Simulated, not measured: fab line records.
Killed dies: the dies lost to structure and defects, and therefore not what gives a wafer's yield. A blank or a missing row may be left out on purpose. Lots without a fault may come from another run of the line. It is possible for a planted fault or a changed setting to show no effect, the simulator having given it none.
fab line records	flow n5Finfet
[record] lots = 24	wafers = 72	lastDay = 18
route steps=1938 shown BEOL_M14@1736 BEOL_M15@1787
lots untouched by any fault: they come from a run of this same line in which no faults occurred
startH: the number of hours between the record's first day and the start of the first shown wafer of the lot	waitH: how many hours have passed since the lot's step before this one	" the same as in the row above	L1.1+2: a row that stands for several wafers	- no value, or no start given	* or withheld: withheld	< > ~ a bound
route shown NAME@n: NAME is a module with steps in the file, n the number in the route of the first one	usual: the fault-free wafers' mean and standard deviation	same: alike in all rows	chamber/n: place in a boat	sites: the reading at each site	_std_site: standard deviation across them	_edge_site: inner sites' mean taken away from outer sites' mean	radiusMm: for every site, how far away it sits from the centre of the wafer	mask NAME#n: copy n	behind: the tool/chamber that last shaped the wafer	hold: what put the lot on hold/how long, in hours/how the hold closed	device: the transistor (n, p or np) that didn't switch	end of line: the route-end tests of the same wafers	a step without rows: its recipe alone	killed: dies lost to structure and defects at the first sort, not the wafer's yield	map: a wafer's dies, marking killed ones x, the rest . and places with no die _
set.NAME: the setting the step ran with; set.NAME@STEP: the setting that earlier step ran with	model.NAME: the simulator's own value behind a step, which no gauge read
one table for each step of the route and one row for each wafer, over a sample of lots
services: from which hour (startH, from the record's first day; less than 0 if before it) a tool's chamber was out of use, for how many hours, and why
[[steps]]
[step N5_BEOL_M14_CD_MEAS_17]
[recipe] targetCdNm = 250	polarity = opening
[usual] cdNm = 251.7/1.9
lot.wafer	tool	chamber	startH	waitH	cdNm
L074.3	cdSem-03	-	243.03	0.0	251.2
L074.4	"	-	"	"	251.3
L074.5	"	-	"	"	252.5
L075.2	cdSem-01	-	251.32	0.0	247.6
L075.5	"	-	"	"	252.9
L075.6	"	-	"	"	252.0
L076.1	cdSem-03	-	259.88	0.0	249.0
L076.4	"	-	"	"	251.8
L076.6	"	-	"	"	252.6
L080.3	cdSem-02	-	280.15	0.0	253.8
L080.4	"	-	"	"	254.5
L080.5	"	-	"	"	251.0
L079.3	cdSem-01	-	284.38	0.0	254.0
L079.4	"	-	"	"	252.0
L079.6	"	-	"	"	252.1
L078.1	cdSem-01	-	284.86	0.0	250.5
L078.2	"	-	"	"	250.0
L078.5	"	-	"	"	253.8
L077.3	cdSem-01	-	286.65	0.0	252.8
L077.5	"	-	"	"	250.8
L077.6	"	-	"	"	248.8
L083.2	cdSem-01	-	287.28	0.0	249.6
L083.5	"	-	"	"	250.4
L083.6	"	-	"	"	253.0
L082.2	cdSem-01	-	287.72	0.0	253.8
L082.3	"	-	"	"	256.1
L082.6	"	-	"	"	254.6
L081.1	cdSem-01	-	300.39	0.0	250.1
L081.5	"	-	"	"	250.2
L081.6	"	-	"	"	254.7
L084.1	cdSem-03	-	315.79	0.0	248.9
L084.3	"	-	"	"	247.8
L084.4	"	-	"	"	248.9
L085.1	cdSem-02	-	322.64	0.0	251.1
L085.4	"	-	"	"	251.1
L085.6	"	-	"	"	249.8
L086.1	cdSem-03	-	326.70	0.0	253.4
L086.3	"	-	"	"	253.7
L086.5	"	-	"	"	252.8
L088.1	cdSem-02	-	336.17	0.0	253.9
L088.3	"	-	"	"	249.9
L088.4	"	-	"	"	252.2
L087.1	cdSem-02	-	341.20	0.0	253.7
L087.4	"	-	"	"	253.8
L087.5	"	-	"	"	251.8
L089.1	cdSem-01	-	352.07	0.0	252.6
L089.4	"	-	"	"	252.2
L089.5	"	-	"	"	255.5
L091.2	cdSem-02	-	357.46	0.0	252.0
L091.3	"	-	"	"	248.6
L091.6	"	-	"	"	252.9
L090.1	cdSem-01	-	362.81	0.0	251.8
L090.2	"	-	"	"	253.8
L090.5	"	-	"	"	250.2
L092.2	cdSem-01	-	363.07	0.0	250.5
L092.3	"	-	"	"	250.8
L092.4	"	-	"	"	249.6
L093.1	cdSem-02	-	370.07	0.0	248.3
L093.3	"	-	"	"	251.1
L093.6	"	-	"	"	252.0
L095.1	cdSem-01	-	382.00	0.0	252.6
L095.3	"	-	"	"	254.6
L095.4	"	-	"	"	253.5
L094.2	cdSem-02	-	384.38	0.0	252.6
L094.3	"	-	"	"	253.4
L094.5	"	-	"	"	251.0
L096.1	cdSem-01	-	394.34	0.0	249.8
L096.3	"	-	"	"	256.5
L096.5	"	-	"	"	254.0
L097.1	cdSem-02	-	397.05	0.0	250.4
L097.3	"	-	"	"	250.6
L097.5	"	-	"	"	254.4
[step N5_BEOL_M14_CD_MEAS_28]
[recipe] targetCdNm = 284.4	landingEnergyEv = 500	detector = seInlens
[usual] cdNm = 283.8/1.9
lot.wafer	tool	chamber	startH	waitH	cdNm
L074.3	cdSem-01	0	243.50	-	283.3
L074.4	"	0	"	"	283.5
L074.5	"	0	"	"	284.9
L075.2	cdSem-02	0	251.68	-	282.0
L075.5	"	0	"	"	284.5
L075.6	"	0	"	"	284.9
L076.1	cdSem-03	0	260.20	-	283.5
L076.4	"	0	"	"	280.9
L076.6	"	0	"	"	282.3
L080.3	cdSem-02	0	280.60	-	283.1
L080.4	"	0	"	"	282.0
L080.5	"	0	"	"	283.7
L079.3	cdSem-02	0	284.83	-	283.4
L079.4	"	0	"	"	284.6
L079.6	"	0	"	"	284.3
L078.1	cdSem-02	0	285.19	-	283.6
L078.2	"	0	"	"	283.4
L078.5	"	0	"	"	283.4
L077.3	cdSem-01	0	287.10	-	284.0
L077.5	"	0	"	"	284.9
L077.6	"	0	"	"	282.8
L083.2	cdSem-02	0	287.73	-	282.0
L083.5	"	0	"	"	285.0
L083.6	"	0	"	"	286.0
L082.2	cdSem-01	0	288.17	-	284.4
L082.3	"	0	"	"	285.5
L082.6	"	0	"	"	284.2
L081.1	cdSem-01	0	300.71	-	284.2
L081.5	"	0	"	"	284.3
L081.6	"	0	"	"	283.9
L084.1	cdSem-02	0	316.24	-	285.1
L084.3	"	0	"	"	283.8
L084.4	"	0	"	"	287.1
L085.1	cdSem-02	0	322.97	-	281.5
L085.4	"	0	"	"	281.3
L085.6	"	0	"	"	282.0
L086.1	cdSem-03	0	327.02	-	281.5
L086.3	"	0	"	"	282.5
L086.5	"	0	"	"	282.1
L088.1	cdSem-02	0	336.62	-	282.3
L088.3	"	0	"	"	284.0
L088.4	"	0	"	"	281.7
L087.1	cdSem-01	0	341.65	-	280.1
L087.4	"	0	"	"	280.0
L087.5	"	0	"	"	281.5
L089.1	cdSem-02	0	352.40	-	284.7
L089.4	"	0	"	"	284.2
L089.5	"	0	"	"	284.4
L091.2	cdSem-01	0	357.78	-	285.1
L091.3	"	0	"	"	282.0
L091.6	"	0	"	"	285.1
L090.1	cdSem-03	0	363.14	-	284.8
L090.2	"	0	"	"	284.9
L090.5	"	0	"	"	286.0
L092.2	cdSem-03	0	363.40	-	284.4
L092.3	"	0	"	"	285.3
L092.4	"	0	"	"	282.6
L093.1	cdSem-01	0	370.52	-	282.0
L093.3	"	0	"	"	287.1
L093.6	"	0	"	"	284.9
L095.1	cdSem-01	0	382.32	-	282.9
L095.3	"	0	"	"	287.2
L095.4	"	0	"	"	285.7
L094.2	cdSem-01	0	384.70	-	283.9
L094.3	"	0	"	"	283.5
L094.5	"	0	"	"	284.6
L096.1	cdSem-03	0	394.66	-	281.8
L096.3	"	0	"	"	287.8
L096.5	"	0	"	"	285.7
L097.1	cdSem-02	0	397.50	-	280.6
L097.3	"	0	"	"	281.5
L097.5	"	0	"	"	278.6
[step N5_BEOL_M14_DEP_53]
[recipe] material = SiCN	targetThkA = 500	tempC = withheld	precursor = 3MS/NH3	pressureTorr = 3	rfW = 675	timeS = 17.8
[usual] showerheadPlenumPTorr = 4.161/0.018	throttleValvePct = 17.6/0.78
lot.wafer	tool	chamber	startH	waitH	showerheadPlenumPTorr	throttleValvePct
L074.3	pecvd-04	1	250.84	0.0	4.159	17.8
L074.4	"	0	"	"	4.153	17.1
L074.5	"	2	"	"	4.146	16.4
L075.2	pecvd-04	0	255.27	0.0	4.146	17.2
L075.5	"	2	"	"	4.143	16.7
L075.6	"	0	"	"	4.149	17.2
L076.1	pecvd-03	0	264.31	0.0	4.149	17.1
L076.4	"	0	"	"	4.152	17.3
L076.6	"	2	"	"	4.204	18.3
L080.3	pecvd-02	0	283.38	0.0	4.153	17.5
L080.4	"	1	"	"	4.172	17.2
L080.5	"	2	"	"	4.167	17.7
L079.3	pecvd-03	1	290.59	0.0	4.144	19.2
L079.4	"	2	"	"	4.206	18.6
L079.6	"	0	"	"	4.151	17.1
L078.1	pecvd-02	1	294.61	0.0	4.165	17.0
L078.2	"	0	"	"	4.156	17.7
L078.5	"	2	"	"	4.162	17.5
L083.2	pecvd-03	1	296.77	0.0	4.138	19.2
L083.5	"	2	"	"	4.197	18.5
L083.6	"	1	"	"	4.144	19.2
L077.3	pecvd-02	0	301.28	0.0	4.164	17.7
L077.5	"	0	"	"	4.145	17.9
L077.6	"	1	"	"	4.159	17.0
L082.2	pecvd-02	1	301.82	0.0	4.174	17.2
L082.3	"	0	"	"	4.132	17.4
L082.6	"	2	"	"	4.168	17.5
L081.1	pecvd-03	2	303.89	0.0	4.205	18.6
L081.5	"	1	"	"	4.149	19.3
L081.6	"	2	"	"	4.188	18.6
L084.1	pecvd-04	2	320.14	0.0	4.151	16.6
L084.3	"	2	"	"	4.148	16.4
L084.4	"	0	"	"	4.148	17.1
L085.1	pecvd-03	0	331.33	0.0	4.148	17.1
L085.4	"	2	"	"	4.202	18.6
L085.6	"	0	"	"	4.138	17.0
L086.1	pecvd-04	0	331.47	0.0	4.141	17.3
L086.3	"	0	"	"	4.154	17.3
L086.5	"	2	"	"	4.151	16.6
L088.1	pecvd-03	2	338.83	0.0	4.188	18.7
L088.3	"	2	"	"	4.202	18.7
L088.4	"	0	"	"	4.148	17.2
L087.1	pecvd-02	0	343.86	0.0	4.155	17.6
L087.4	"	1	"	"	4.169	17.0
L087.5	"	0	"	"	4.149	17.8
L089.1	pecvd-03	1	356.37	0.0	4.141	18.9
L089.4	"	0	"	"	4.148	17.2
L089.5	"	2	"	"	4.189	18.7
L091.2	pecvd-02	1	365.36	0.0	4.169	17.0
L091.3	"	2	"	"	4.157	17.9
L091.6	"	1	"	"	4.179	17.2
L090.1	pecvd-04	2	365.72	0.0	4.149	16.6
L090.2	"	1	"	"	4.162	17.9
L090.5	"	0	"	"	4.152	17.3
L092.2	pecvd-04	1	366.28	0.0	4.158	17.8
L092.3	"	2	"	"	4.160	16.5
L092.4	"	0	"	"	4.145	17.3
L093.1	pecvd-02	2	375.01	0.0	4.168	17.5
L093.3	"	0	"	"	4.151	17.7
L093.6	"	1	"	"	4.168	17.1
L095.1	pecvd-03	0	385.48	0.0	4.141	17.3
L095.3	"	2	"	"	4.186	18.6
L095.4	"	0	"	"	4.144	17.0
L094.2	pecvd-04	0	387.77	0.0	4.149	17.5
L094.3	"	2	"	"	4.156	16.4
L094.5	"	1	"	"	4.163	17.6
L096.1	pecvd-04	2	399.59	0.0	4.149	16.4
L096.3	"	0	"	"	4.149	17.1
L096.5	"	1	"	"	4.168	17.6
L097.1	pecvd-03	0	400.06	0.0	4.151	17.5
L097.3	"	2	"	"	4.200	18.8
L097.5	"	0	"	"	4.142	17.2
[step N5_BEOL_M15_ETCH_59]
[recipe] chemistry = N2/H2	target = BARC	targetDepthA = 890	overetchA = 267	timeS = 67.9	ionEnergyEv = 200	pressureMtorr = 30	sourceW = 840	biasW = 150	n2FlowSccm = 200	h2FlowSccm = 200
[usual] drypumpMotorCurrentA = 5.9/0.4	oesProductAu = 0.66/0.074	rfVppV = 524.7/2.7	showerheadPlenumPTorr = 2.57/0.096	throttleValvePct = 17.85/0.26
lot.wafer	tool	chamber	startH	waitH	drypumpMotorCurrentA	oesProductAu	rfHoursCounterH	rfVppV	showerheadPlenumPTorr	throttleValvePct
L074.3	rieDiel-01	3	251.84	0.0	5.8	0.60	218	524.9	2.62	17.93
L074.4	"	2	"	"	6.4	0.62	194	523.0	2.43	17.75
L074.5	"	2	"	"	6.4	0.62	-	520.5	2.43	17.75
L075.2	rieDiel-06	2	256.20	0.0	6.4	0.60	217	522.4	2.50	17.78
L075.5	"	2	"	"	6.3	0.61	-	522.6	2.50	17.79
L075.6	"	1	"	"	5.8	0.70	-	524.1	2.59	17.86
L076.1	rieDiel-06	2	265.42	0.0	6.3	0.60	220	523.6	2.50	17.79
L076.4	"	1	"	"	5.8	0.70	74	524.7	2.58	17.87
L076.6	"	3	"	"	6.3	0.66	-	525.2	2.57	18.07
L080.3	rieDiel-05	0	284.36	0.0	5.6	0.62	169	520.9	2.43	18.18
L080.4	"	0	"	"	5.5	0.62	-	521.9	2.43	18.17
L080.5	"	2	"	"	5.6	0.79	-	525.7	2.59	17.66
L079.3	rieDiel-05	2	291.55	0.0	5.7	0.78	16	525.6	2.59	17.67
L079.4	"	2	"	"	5.7	0.79	-	526.2	2.59	17.66
L079.6	"	0	"	"	5.5	0.62	-	519.9	2.43	18.18
L078.1	rieDiel-05	2	295.61	0.0	5.7	0.78	19	525.2	2.59	17.68
L078.2	"	0	"	"	5.5	0.62	173	519.9	2.43	18.19
L078.5	"	2	"	"	5.7	0.78	-	525.1	2.59	17.68
L083.2	rieDiel-06	0	297.59	0.0	4.9	0.78	13	529.4	2.69	17.90
L083.5	"	0	"	"	4.9	0.78	-	528.4	2.69	17.89
L083.6	"	3	"	"	6.3	0.65	-	524.2	2.57	18.09
L077.3	rieDiel-01	0	302.59	0.0	5.5	0.67	108	527.2	2.67	17.96
L077.5	"	2	"	"	6.4	0.61	-	521.6	2.42	17.78
L077.6	"	3	"	"	5.7	0.60	-	525.9	2.62	17.98
L082.2	rieDiel-05	3	302.84	0.0	5.8	0.60	227	525.6	2.62	18.13
L082.3	"	2	"	"	5.6	0.78	20	525.4	2.59	17.69
L082.6	"	2	"	"	5.7	0.78	-	526.3	2.59	17.70
L081.1	rieDiel-06	1	304.82	0.0	5.8	0.69	85	526.6	2.58	17.89
L081.5	"	2	"	"	6.4	0.59	-	523.3	2.49	17.82
L081.6	"	1	"	"	5.8	0.69	-	524.3	2.58	17.89
L084.1	rieDiel-01	2	320.97	0.0	6.4	0.60	215	522.0	2.42	17.79
L084.3	"	0	"	"	5.5	0.66	114	526.6	2.67	17.96
L084.4	"	1	"	"	6.3	0.63	195	525.5	2.63	17.46
L085.1	rieDiel-05	1	332.28	0.0	6.1	0.80	6	529.3	2.72	17.21
L085.4	"	0	"	"	5.5	0.61	187	521.2	2.42	18.21
L085.6	"	0	"	"	5.5	0.60	-	520.4	2.42	18.20
L086.1	rieDiel-01	2	333.77	0.0	6.4	0.60	220	520.9	2.42	17.80
L086.3	"	3	"	"	5.8	0.59	243	525.2	2.61	17.98
L086.5	"	0	"	"	5.5	0.66	-	526.9	2.67	18.00
L088.1	rieDiel-05	3	340.53	0.0	5.8	0.58	242	525.8	2.62	18.15
L088.3	"	2	"	"	5.6	0.75	35	525.2	2.59	17.71
L088.4	"	1	"	"	6.1	0.79	10	528.6	2.72	17.24
L087.1	rieDiel-06	0	344.77	0.0	4.9	0.77	24	527.4	2.69	17.91
L087.4	"	2	"	"	6.4	0.60	239	522.8	2.49	17.80
L087.5	"	2	"	"	6.4	0.59	-	522.9	2.49	17.82
L089.1	rieDiel-01	0	357.30	0.0	5.5	0.66	124	526.5	2.67	17.98
L089.4	"	1	"	"	6.3	0.62	-	525.6	2.62	17.47
L089.5	"	0	"	"	5.5	0.65	-	525.4	2.67	17.97
L091.2	rieDiel-05	2	366.19	0.0	5.6	0.74	41	524.4	2.58	17.72
L091.3	"	1	"	"	6.1	0.77	17	527.5	2.71	17.25
L091.6	"	2	"	"	5.6	0.74	-	525.3	2.58	17.70
L090.1	rieDiel-01	0	366.72	0.0	5.5	0.66	127	528.0	2.67	18.00
L090.2	"	1	"	"	6.3	0.63	211	526.0	2.62	17.48
L090.5	"	0	"	"	5.5	0.66	-	527.0	2.67	18.01
L092.2	rieDiel-05	2	367.37	0.0	5.6	0.74	42	524.7	2.58	17.72
L092.3	"	0	"	"	5.5	0.60	199	520.7	2.41	18.22
L092.4	"	0	"	"	5.5	0.61	-	520.8	2.41	18.23
L093.1	rieDiel-01	2	375.82	0.0	6.3	0.59	236	518.5	2.41	17.81
L093.3	"	1	"	"	6.3	0.62	215	525.2	2.62	17.49
L093.6	"	2	"	"	6.4	0.59	-	520.3	2.41	17.82
L095.1	rieDiel-01	1	386.30	0.0	6.3	0.62	219	526.2	2.62	17.49
L095.3	"	2	"	"	6.4	0.58	239	522.3	2.41	17.82
L095.4	"	3	"	"	5.7	0.86	2	524.3	2.61	17.55
L094.2	rieDiel-01	2	389.20	0.0	6.4	0.59	240	520.4	2.41	17.81
L094.3	"	3	"	"	5.7	0.86	3	526.2	2.61	17.55
L094.5	"	1	"	"	6.3	0.62	-	526.4	2.62	17.51
L096.1	rieDiel-01	3	400.52	0.0	5.7	0.84	6	525.4	2.60	17.57
L096.3	"	2	"	"	6.4	0.59	243	519.1	2.41	17.84
L096.5	"	2	"	"	6.4	0.58	-	520.4	2.41	17.83
L097.1	rieDiel-05	0	401.01	0.0	5.6	0.59	211	520.2	2.41	18.24
L097.3	"	3	"	"	5.8	0.82	3	524.8	2.61	17.74
L097.5	"	1	"	"	6.1	0.75	-	528.3	2.71	17.27
[step N5_BEOL_M15_STRIP_64]
[recipe] chemistry = O2	powerW = 600	tempC = 60	pressureMtorr = 30	rfFrequencyHz = 6e+07	biasPowerW = 0	overashFraction = 0.3	o2FlowSccm = 225
[usual] drypumpMotorCurrentA = 5.9/0.4	o2FlowSccm = 225.0/0.7	oesProductAu = 0.77/0.095	rfVppV = 3.6/0.45	showerheadPlenumPTorr = 2.12/0.083	throttleValvePct = 16.68/0.23
lot.wafer	tool	chamber	startH	waitH	drypumpMotorCurrentA	o2FlowSccm	oesProductAu	rfHoursCounterH	rfVppV	showerheadPlenumPTorr	throttleValvePct
L074.3	rieDiel-01	3	-	-	5.7	226.0	0.70	219	3.6	2.16	16.65
L074.4	"	2	"	"	6.3	226.4	0.72	194	4.2	1.99	16.54
L074.5	"	2	"	"	6.4	225.5	0.72	-	3.9	1.99	16.55
L075.2	rieDiel-06	2	-	-	6.3	225.2	0.70	217	3.0	2.09	16.76
L075.5	"	2	"	"	6.3	225.2	0.70	-	3.4	2.09	16.75
L075.6	"	1	"	"	5.8	224.6	0.81	-	3.7	2.12	16.58
L076.1	rieDiel-06	2	-	-	6.3	224.4	0.70	220	3.4	2.09	16.75
L076.4	"	1	"	"	5.8	225.9	0.81	74	3.9	2.12	16.57
L076.6	"	3	"	"	6.3	225.5	0.78	-	3.3	2.11	16.67
L080.3	rieDiel-05	0	-	-	5.5	225.5	0.72	169	3.2	2.00	16.92
L080.4	"	0	"	"	5.6	225.1	0.73	-	2.5	2.00	16.92
L080.5	"	2	"	"	5.6	224.5	0.94	-	3.5	2.15	16.56
L079.3	rieDiel-05	2	-	-	5.6	224.6	0.93	17	3.4	2.15	16.55
L079.4	"	2	"	"	5.6	224.9	0.93	-	3.5	2.15	16.54
L079.6	"	0	"	"	5.5	225.4	0.72	-	3.4	2.00	16.93
L078.1	rieDiel-05	2	-	-	5.6	225.1	0.93	19	3.0	2.15	16.56
L078.2	"	0	"	"	5.5	226.1	0.73	174	4.1	2.00	16.96
L078.5	"	2	"	"	5.6	225.4	0.94	-	4.0	2.15	16.55
L083.2	rieDiel-06	0	-	-	4.9	225.0	0.94	13	3.0	2.25	16.87
L083.5	"	0	"	"	4.9	224.7	0.94	-	3.4	2.25	16.85
L083.6	"	3	"	"	6.3	224.5	0.76	-	4.4	2.10	16.69
L077.3	rieDiel-01	0	-	-	5.4	224.0	0.78	108	3.4	2.21	16.80
L077.5	"	2	"	"	6.4	224.8	0.71	-	3.8	1.98	16.57
L077.6	"	3	"	"	5.7	224.5	0.70	-	3.8	2.15	16.68
L082.2	rieDiel-05	3	-	-	5.8	223.9	0.69	228	4.3	2.16	16.92
L082.3	"	2	"	"	5.6	225.2	0.92	20	3.7	2.15	16.58
L082.6	"	2	"	"	5.7	226.1	0.93	-	4.0	2.15	16.56
L081.1	rieDiel-06	1	-	-	5.8	223.4	0.80	85	3.8	2.11	16.61
L081.5	"	2	"	"	6.4	224.5	0.68	-	3.2	2.09	16.78
L081.6	"	1	"	"	5.8	225.0	0.79	-	4.5	2.11	16.60
L084.1	rieDiel-01	2	-	-	6.4	224.1	0.71	216	4.0	1.98	16.59
L084.3	"	0	"	"	5.4	224.7	0.77	114	3.9	2.21	16.83
L084.4	"	1	"	"	6.3	223.8	0.75	195	4.5	2.19	16.45
L085.1	rieDiel-05	1	-	-	6.1	225.0	0.95	6	3.5	2.22	16.01
L085.4	"	0	"	"	5.5	224.5	0.72	187	3.9	2.00	16.96
L085.6	"	0	"	"	5.5	224.5	0.71	-	3.3	2.00	16.97
L086.1	rieDiel-01	2	-	-	6.4	225.1	0.70	220	3.5	1.98	16.59
L086.3	"	3	"	"	5.7	224.9	0.69	243	4.0	2.15	16.70
L086.5	"	0	"	"	5.5	225.4	0.77	-	3.1	2.20	16.82
L088.1	rieDiel-05	3	-	-	5.8	225.5	0.68	243	3.4	2.15	16.94
L088.3	"	2	"	"	5.6	225.3	0.90	35	3.6	2.15	16.58
L088.4	"	1	"	"	6.1	225.6	0.94	10	4.0	2.22	16.01
L087.1	rieDiel-06	0	-	-	4.9	224.8	0.92	24	2.8	2.25	16.89
L087.4	"	2	"	"	6.3	224.6	0.68	239	3.4	2.09	16.79
L087.5	"	2	"	"	6.4	225.1	0.68	-	3.2	2.09	16.80
L089.1	rieDiel-01	0	-	-	5.5	224.9	0.76	124	3.7	2.20	16.84
L089.4	"	1	"	"	6.3	224.4	0.74	-	3.8	2.18	16.48
L089.5	"	0	"	"	5.5	225.5	0.77	-	4.3	2.20	16.83
L091.2	rieDiel-05	2	-	-	5.6	223.7	0.89	42	3.8	2.14	16.60
L091.3	"	1	"	"	6.1	224.3	0.93	17	4.3	2.22	16.03
L091.6	"	2	"	"	5.6	224.0	0.89	-	3.4	2.15	16.60
L090.1	rieDiel-01	0	-	-	5.5	225.2	0.76	128	3.6	2.20	16.84
L090.2	"	1	"	"	6.3	225.1	0.73	212	3.5	2.18	16.47
L090.5	"	0	"	"	5.5	223.7	0.76	-	3.9	2.20	16.84
L092.2	rieDiel-05	2	-	-	5.6	224.1	0.89	43	3.6	2.14	16.60
L092.3	"	0	"	"	5.5	224.2	0.71	199	3.9	1.99	16.98
L092.4	"	0	"	"	5.6	223.7	0.72	-	3.7	1.99	16.99
L093.1	rieDiel-01	2	-	-	6.4	226.0	0.69	236	4.6	1.97	16.61
L093.3	"	1	"	"	6.3	226.1	0.73	216	4.3	2.18	16.50
L093.6	"	2	"	"	6.4	224.9	0.69	-	4.0	1.97	16.63
L095.1	rieDiel-01	1	-	-	6.3	225.1	0.72	219	3.4	2.18	16.50
L095.3	"	2	"	"	6.4	224.6	0.69	239	3.4	1.97	16.62
L095.4	"	3	"	"	5.7	225.8	1.02	2	2.9	2.15	16.25
L094.2	rieDiel-01	2	-	-	6.3	224.0	0.69	240	3.7	1.97	16.63
L094.3	"	3	"	"	5.7	227.2	1.01	3	4.1	2.15	16.24
L094.5	"	1	"	"	6.3	224.3	0.73	-	3.9	2.18	16.52
L096.1	rieDiel-01	3	-	-	5.7	224.7	1.00	6	3.5	2.14	16.26
L096.3	"	2	"	"	6.4	224.4	0.68	244	3.4	1.97	16.64
L096.5	"	2	"	"	6.3	225.5	0.69	-	3.8	1.97	16.65
L097.1	rieDiel-05	0	-	-	5.5	225.9	0.70	211	3.7	1.99	17.02
L097.3	"	3	"	"	5.8	225.3	0.96	3	2.9	2.15	16.48
L097.5	"	1	"	"	6.1	224.7	0.90	-	3.7	2.22	16.05
[step N5_BEOL_M15_INSPECT_55]
[recipe] inspectInstrument = darkfield	mode = postDep
[usual] rawDefectCount = 72/25
lot.wafer	tool	chamber	startH	waitH	rawDefectCount
L074.3	defectInspect-02	-	258.76	0.0	79
L074.4	"	-	"	"	59
L074.5	"	-	"	"	80
L075.2	defectInspect-02	-	262.99	0.0	34
L075.5	"	-	"	"	61
L075.6	"	-	"	"	50
L076.1	defectInspect-02	-	273.10	0.0	56
L076.4	"	-	"	"	69
L076.6	"	-	"	"	63
L080.3	defectInspect-01	-	295.14	0.0	53
L080.4	"	-	"	"	84
L080.5	"	-	"	"	68
L079.3	defectInspect-01	-	300.21	0.0	33
L079.4	"	-	"	"	92
L079.6	"	-	"	"	46
L078.1	defectInspect-01	-	301.06	0.0	87
L078.2	"	-	"	"	80
L078.5	"	-	"	"	94
L083.2	defectInspect-01	-	302.86	0.0	53
L083.5	"	-	"	"	64
L083.6	"	-	"	"	58
L077.3	defectInspect-01	-	307.52	0.0	59
L077.5	"	-	"	"	47
L077.6	"	-	"	"	37
L082.2	defectInspect-02	-	308.78	0.0	93
L082.3	"	-	"	"	84
L082.6	"	-	"	"	101
L081.1	defectInspect-02	-	309.22	0.0	71
L081.5	"	-	"	"	84
L081.6	"	-	"	"	62
L084.1	defectInspect-02	-	326.26	0.0	50
L084.3	"	-	"	"	80
L084.4	"	-	"	"	137
L085.1	defectInspect-02	-	338.60	0.0	76
L085.4	"	-	"	"	64
L085.6	"	-	"	"	53
L086.1	defectInspect-02	-	339.64	0.0	89
L086.3	"	-	"	"	91
L086.5	"	-	"	"	61
L088.1	defectInspect-01	-	347.62	0.0	78
L088.3	"	-	"	"	106
L088.4	"	-	"	"	93
L087.1	defectInspect-01	-	351.39	0.0	94
L087.4	"	-	"	"	83
L087.5	"	-	"	"	67
L089.1	defectInspect-02	-	362.19	0.0	132
L089.4	"	-	"	"	71
L089.5	"	-	"	"	92
L091.2	defectInspect-01	-	372.06	0.0	66
L091.3	"	-	"	"	76
L091.6	"	-	"	"	39
L090.1	defectInspect-01	-	372.55	0.0	101
L090.2	"	-	"	"	85
L090.5	"	-	"	"	93
L092.2	defectInspect-02	-	373.28	0.0	80
L092.3	"	-	"	"	26
L092.4	"	-	"	"	51
L093.1	defectInspect-02	-	380.49	0.0	38
L093.3	"	-	"	"	33
L093.6	"	-	"	"	47
L095.1	defectInspect-02	-	390.37	0.0	41
L095.3	"	-	"	"	86
L095.4	"	-	"	"	90
L094.2	defectInspect-02	-	393.74	0.0	60
L094.3	"	-	"	"	49
L094.5	"	-	"	"	96
L096.1	defectInspect-01	-	406.52	0.0	66
L096.3	"	-	"	"	46
L096.5	"	-	"	"	92
L097.1	defectInspect-02	-	409.17	0.0	73
L097.3	"	-	"	"	62
L097.5	"	-	"	"	48
[[services]]
tool	chamber	startH	hours	kind
pecvd-03	0	227.38	25.5	repair
rieDiel-01	-	243.61	0.2	repair
pecvd-02	-	265.94	6.0	pm
rieDiel-06	0	271.64	2.8	repair
rieDiel-05	1	280.56	-	clean
rieDiel-05	1	280.56	-	consumableReplace:focusRing
rieDiel-05	1	280.56	-	consumableReplace:showerhead
rieDiel-05	1	280.56	29.9	scheduledDown
rieDiel-05	1	280.56	29.9	ventCycle
pecvd-02	-	289.68	2.4	repair
rieDiel-05	2	296.80	2.9	repair
pecvd-04	1	297.75	48.4	repair
rieDiel-06	3	316.56	4.0	repair
pecvd-03	1	321.47	16.8	repair
rieDiel-06	-	325.45	14.6	pm
pecvd-04	2	333.04	2.6	repair
rieDiel-01	-	336.07	0.2	repair
rieDiel-01	0	347.03	9.4	repair
rieDiel-01	3	356.46	-	clean
rieDiel-01	3	356.46	-	consumableReplace:focusRing
rieDiel-01	3	356.46	21.5	scheduledDown
rieDiel-01	3	356.46	21.5	ventCycle
rieDiel-05	1	366.67	2.3	repair
rieDiel-05	3	368.93	-	clean
[[key]]
fault none
